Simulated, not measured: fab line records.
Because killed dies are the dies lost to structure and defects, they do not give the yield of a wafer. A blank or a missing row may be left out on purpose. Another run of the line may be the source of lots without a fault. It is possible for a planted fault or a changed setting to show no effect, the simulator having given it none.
Struck lot and sound lot, side by side | flow n5 finfet | 40 out of 1938 route steps
Sound: the wafers L948.4, L948.5, L948.6. Struck: wafers L954.4, L954.5 (left out: L954.3, a lot-mate that was not struck); the cause follows at the end.
For every step that has rows: the tool of each side, followed by ch and its chambers, followed by its first start. Under that, the readings that differ: sound wafers | struck wafers | difference of the means | sigmas: that difference in standard deviations of wafers without a fault.
alike: words and numbers the same on both sides, and readings whose means are apart by under 2 such deviations; not compared: readings that were withheld, readings missing a value for some wafer, numbers with overlapping values and no deviation given by the record, and bounds like >300 which may hide the same value.
Wherever a step has rows on one side only, a row that says differs or no value, or a row with sigmas, the two part there. Non-overlapping numbers with no deviation appear without sigmas and do not part them. A reading that every wafer of one side lacks parts them only if that side has two wafers or more.

first, 9 steps without rows for these wafers: N5_BEOL_M4_ANNEAL_95 (time 240 s); N5_BEOL_M4_SPUTTER_96 (material Cu, target thk 4.5 nm, time 8.29 s); N5_BEOL_M4_ECD_50 (material Cu, target thk 300 nm); N5_BEOL_M4_ANNEAL_51 (time 90 s); N5_BEOL_M4_CMP_52 (polishes, stops on SiOC, t overpolish 6.8 s, target thk 40 nm); N5_BEOL_M4_PRE_CLEAN_60 (time 15 s); N5_BEOL_M4_CO_CAP_55 (material Co, precursor CCTBA/H2, target thk 2 nm, time 102.1 s); N5_BEOL_M4_PRE_CLEAN_56 (time 15 s); N5_BEOL_M4_DEP_57 (deposits SiCN from 3MS/NH3, target thk 8 nm, time 14 s).
N5_BEOL_M4_RC_MEAS_101:
  sound on prober-02 ch 0, day 8 22:19; struck on prober-02 ch 0, day 10 06:15
  reading        | sound          | struck    | difference | sigmas
  IOFF_P (nA/um) | 0.24 0.25 0.22 | 0.13 0.13 | -0.11      | -3
  ION_P (uA/um)  | 467 472 464    | 449 446   | -20        | -3
  SS_P (mV/dec)  | 73.7 73.9 73.3 | 72.4 72.3 | -1.3       | -2
  VT_N (mV)      | 247 247 248    | 254 256   | +8         | +2
  VT_P (mV)      | -245 -245 -249 | -258 -259 | -12        | -3
  alike: DIBL_N, DIBL_P, IOFF_N, ION_N, SS_N
then, 24 steps without rows for these wafers: N5_BEOL_M5_ILD_DEP_00 (deposits SiCOH lowk from DEMS/porogen, target thk 140.64 nm, time 25.9 s); N5_BEOL_M5_CURE_79 (cures SiCOH lowk, time 240 s); N5_BEOL_M5_PECVD_70 (deposits SiO2 from TEOS/O2, target thk 16 nm, time 18 s); N5_BEOL_M5_HM_DEP_02 (deposits TiN, target thk 20 nm); N5_BEOL_M5_COAT_59 (time 60 s, resist thk 60 nm); N5_BEOL_M5_COAT_60 (time 60 s, resist thk 12 nm); N5_BEOL_M5_COAT_71 (time 60 s, resist thk 5 nm); N5_BEOL_M5_COAT_05 (resist thk 30 nm); N5_BEOL_M5_EBR_07; N5_BEOL_M5_SOFTBAKE_06 (time 60 s); N5_BEOL_M5_EXPOSE_08 (exposes mask M5, target cd 28 nm); N5_BEOL_M5_PEB_09 (peb time 60 s); N5_BEOL_M5_DEVELOP_10 (develop time 30 s); N5_BEOL_M5_DESCUM_16 (chemistry O2, time 7 s); N5_BEOL_M5_ETCH_72 (etches underlayer in N2/H2, target depth 6.5 nm, time 5.2 s); N5_BEOL_M5_ETCH_61 (etches SiARC in CF4, target depth 15.6 nm, time 26 s); N5_BEOL_M5_ETCH_62 (etches SOC in N2/H2, target depth 75 nm, overetch 15 nm, time 112.5 s); N5_BEOL_M5_STRIP_63 (strips in N2/H2); N5_BEOL_M5_STRIP_73 (strips in N2/H2); N5_BEOL_M5_STRIP_64 (strips in CF4); N5_BEOL_M5_HM_OPEN_17 (chemistry Cl2/BCl3, target TiN, target depth 20 nm, overetch 6 nm); N5_BEOL_M5_STRIP_19 (strips in O2); N5_BEOL_M5_COAT_65 (time 60 s, resist thk 60 nm); N5_BEOL_M5_COAT_66 (time 60 s, resist thk 12 nm).
-- record jumps: 3 days separate the struck wafers' starts on either side; left off in module BEOL_M5, taken up again in module BEOL_M12, whose first shown step is the route's number 1616 --
N5_BEOL_M12_ETCH_59: etches BARC in N2/H2, target depth 89 nm, overetch 26.7 nm, time 67.9 s.
  sound on rie diel-06 ch 0,1,3, day 11 17:25; struck on rie diel-06 ch 0,2, day 12 22:58
  reading                                    | sound             | struck      | difference | sigmas
  model.coat_of_BEOL_M12_COAT_04.thk nm (nm) | 318.2 315.6 319.6 | 347.6 347.6 | +29.8      |
  model.etch.depth nm (nm)                   | 88.91 88.93 88.83 | 61 61.33    | -28        |
  alike: drypump motor current A, oes product au, rf vpp V, showerhead plenum p Torr, throttle valve pct
  not compared: rf hours counter h
N5_BEOL_M12_VIA_ETCH_16: etches SiOC in C4F8/O2/Ar, target depth 724.8 nm.
  sound on rie diel-06 ch 0,1,3, day 11 17:28; struck on rie diel-06 ch 0,2, day 12 23:01
  reading                                    | sound             | struck      | difference | sigmas
  model.coat_of_BEOL_M12_COAT_04.thk nm (nm) | 121.4 119.8 121.4 | 151.2 148.8 | +29.1      |
  alike: O2_flow_sccm, drypump motor current A, oes product au, rf vpp V, showerhead plenum p Torr, throttle valve pct
N5_BEOL_M12_STRIP_63: strips in N2/H2.
  sound on plasma asher-01 ch 0,1, day 11 17:41; struck on plasma asher-01 ch 0,1, day 12 23:14
  reading                      | sound             | struck      | difference | sigmas
  oes product au (a.u.)        | 0.690 0.688 0.690 | 0.700 0.702 | +0.012     | +2
  strip time to endpoint s (s) | 42.1 41.6 42.0    | 50.0 49.3   | +7.8       | +9
  alike: drypump motor current A, heater power w
  not compared: rf hours counter h
N5_BEOL_M12_CD_MEAS_17 targets a cd of 140 nm.
  sound: cd sem-03 at day 11 17:52; struck: cd sem-02 at day 12 23:25
  reading    | sound             | struck      | difference | sigmas
  cd nm (nm) | 136.9 139.7 140.3 | 131.1 136.1 | -5.4       | -3
N5_BEOL_M12_OCD_MEAS_35:
  sound: ocd-01 at day 11 18:56; struck: ocd-02 at day 13 00:34
  reading              | sound       | struck  | difference | sigmas
  trench depth nm (nm) | 312 322 324 | 268 271 | -50        | -10
N5_PASSIVATION_PROBE_49:
  sound: prober-02 at day 13 10:57; struck: prober-01 at day 14 14:44
  reading                  | sound          | struck    | difference | sigmas
  defect limited yield (%) | 90.0 91.1 92.6 | 76.1 76.3 | -15.0      | -10
  killed_at_M0_to_M3       | 53 41 30       | 64 71     | +26        | +2
  killed_at_M4_up          | 15 15 12       | 167 156   | +148       | +30
  killed at other          | 0 2 0          | 8 5       | +6         | +2
  killed dies              | 118 105 87     | 282 280   | +178       | +10
  sort_bin_5_function (%)  | 6.0 5.7 3.6    | 19.2 19.6 | +14.3      | +15
  sort n pass              | 1062 1075 1093 | 898 900   | -178       | -10
  sort yield pct (%)       | 90.0 91.1 92.6 | 76.1 76.3 | -15.0      | -10
  alike: killed at contacts, killed at front end, killed open, killed short, sort_bin_6_memory

## WHERE THEY PART
Last at N5_PASSIVATION_PROBE_49 as far as this record goes, first at N5_BEOL_M4_RC_MEAS_101.

WHY: whatever the simulator had introduced
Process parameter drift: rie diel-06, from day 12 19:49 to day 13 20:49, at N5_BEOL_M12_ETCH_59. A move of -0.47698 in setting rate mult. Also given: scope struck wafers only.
